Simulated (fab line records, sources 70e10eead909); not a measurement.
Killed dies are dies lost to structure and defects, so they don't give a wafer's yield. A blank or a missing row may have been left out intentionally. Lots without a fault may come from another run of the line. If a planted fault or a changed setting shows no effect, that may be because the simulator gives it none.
Which tool was responsible? ; flow nand_harc ; 12 lots with 36 wafers sampled at 3 steps, on a route of 1302 steps

== WHAT THE GAUGES READ, wafer by wafer ==
NHARC_P_M0_THK_MEAS_24: measures by xrf.
lot;measured;on;thk_nm (nm)
L075;day 6 18:41;film_metro-02;115.8 120.4 118.0
L077;day 7 11:56;film_metro-01;118.9 119.7 119.5
L079;day 8 03:45;film_metro-01;118.2 115.5 118.8
L081;day 8 23:46;film_metro-01;119.6 121.9 119.3
L083;day 9 17:17;film_metro-02;116.2 118.7 117.3
L085;day 10 12:40;film_metro-02;115.0 113.4 112.4
L087;day 11 12:46;film_metro-01;120.3 120.0 117.0
L089;day 12 22:53;film_metro-01;117.8 116.1 119.0
L091;day 13 08:24;film_metro-01;118.2 118.2 119.0
L092;day 13 22:49;film_metro-01;119.6 114.8 115.0
L095;day 15 05:10;film_metro-01;118.4 120.8 119.1
L097;day 15 15:26;film_metro-02;117.2 117.3 118.9

== TOOL THAT RAN EACH LOT (tool first, then ch and the chambers of the sampled wafers, then the start) ==
lot;NHARC_P_GATE_RTA_64;NHARC_P_CONTACT_ETCH_18
L075;rtp_anneal-02 ch 0, day 6 09:07;rie_diel-01 ch 0,2, day 6 18:41 or earlier
L077;rtp_anneal-02 ch 0, day 7 01:56;rie_diel-04 ch 0,1,3, day 7 11:56 or earlier
L079;rtp_anneal-01 ch 0, day 7 18:12;rie_diel-04 ch 0,1,3, day 8 03:45 or earlier
L081;rtp_anneal-01 ch 0, day 8 14:16;rie_diel-06 ch 0,1,2, day 8 23:46 or earlier
L083;rtp_anneal-02 ch 0, day 9 07:28;rie_diel-04 ch 0,2,3, day 9 17:17 or earlier
L085;rtp_anneal-01 ch 0, day 10 02:22;rie_diel-06 ch 1,2,3, day 10 12:40 or earlier
L087;rtp_anneal-01 ch 0, day 11 03:06;rie_diel-01 ch 0,2,3, day 11 12:46 or earlier
L089;rtp_anneal-01 ch 0, day 12 12:45;rie_diel-04 ch 2,3, day 12 22:53 or earlier
L091;rtp_anneal-01 ch 0, day 12 22:46;rie_diel-06 ch 2,3, day 13 08:24 or earlier
L092;rtp_anneal-02 ch 0, day 13 13:07;rie_diel-06 ch 2,3, day 13 22:49 or earlier
L095;rtp_anneal-02 ch 0, day 14 19:35;rie_diel-04 ch 1,2,3, day 15 05:10 or earlier
L097;rtp_anneal-01 ch 0, day 15 05:29;rie_diel-06 ch 0,1, day 15 15:26 or earlier
- NHARC_P_GATE_RTA_64: time 1 s.
- NHARC_P_CONTACT_ETCH_18: etches the open film in C4F8/O2/Ar, target depth 481 nm, time 240.5 s.

== THE ANSWER, worked out from the rows above alone ==
Rule: usual is defined by the lots themselves. The widest of any qualifying gaps counts: lots, ordered by their means at a reading, are off when they make up no more than a third of the lots, leave a main group of 4 or more, and stand apart from it by 3 or more times the standard deviation of that group's means. The tables above print the reading to a certain number of digits; a main group whose means all agree to those digits is not used. Also off: a lot with no number at a reading for which 4 or more lots have one. Any other lot the step has rows for is counted as sound.
No lot is off at any reading shown: from this, nothing can be told.

== WHAT THE SIMULATOR PUT IN ==
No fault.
